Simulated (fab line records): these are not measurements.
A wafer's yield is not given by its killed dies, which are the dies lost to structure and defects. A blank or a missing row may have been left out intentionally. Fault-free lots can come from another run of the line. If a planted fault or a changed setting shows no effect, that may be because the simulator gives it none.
Matching of chambers	flow n5-finfet	N5_MOL_CONTACT_COAG_ETCH_67 on rie-diel-06 has 4 sister chambers
The step etches SOC in N2/H2, target depth 60 nm, overetch 21 nm, time 101.2 s. 4 wafers are shown with their chamber, then 10 later ones without.

## WAFERS PAIRED WITH THEIR CHAMBERS
wafer	chamber	throttle-valve-pct (%)
L087.2	2	17.99
L087.5	0	17.71
L090.1	3	17.43
L090.3	1	17.58

## WAFERS WHOSE CHAMBER IS MISSING
wafer	throttle-valve-pct (%)
L090.4	17.74
L093.1	17.73
L093.4	17.45
L093.5	17.74
L095.2	17.73
L095.3	18.03
L095.4	17.44
L097.1	18.03
L097.5	18.03
L097.6	17.61

## EACH ONE'S CHAMBER
wafer	from the rows above	in truth
L090.4	0	0
L093.1	0	0
L093.4	3	3
L093.5	0	0
L095.2	0	0
L095.3	2	2
L095.4	3	3
L097.1	2	2
L097.5	2	2
L097.6	1	1
Placed correctly: 10 of 10. Number that these rows cannot place: 0. Placed wrongly: 0.
How it was worked out, from the rows above alone: a wafer's distance from a chamber is the root of the sum, over the readings, of the square of ((its reading less the chamber's mean) divided by the reading's scatter). The wafer belongs to the nearest chamber; if the next one is less than 2 further off, it can't be placed. For every chamber, the mean is computed from those of its wafers that are shown. The scatter (one wafer shown for each chamber): square how far every hidden wafer sits from the nearest shown wafer, average those squares and take the square root.
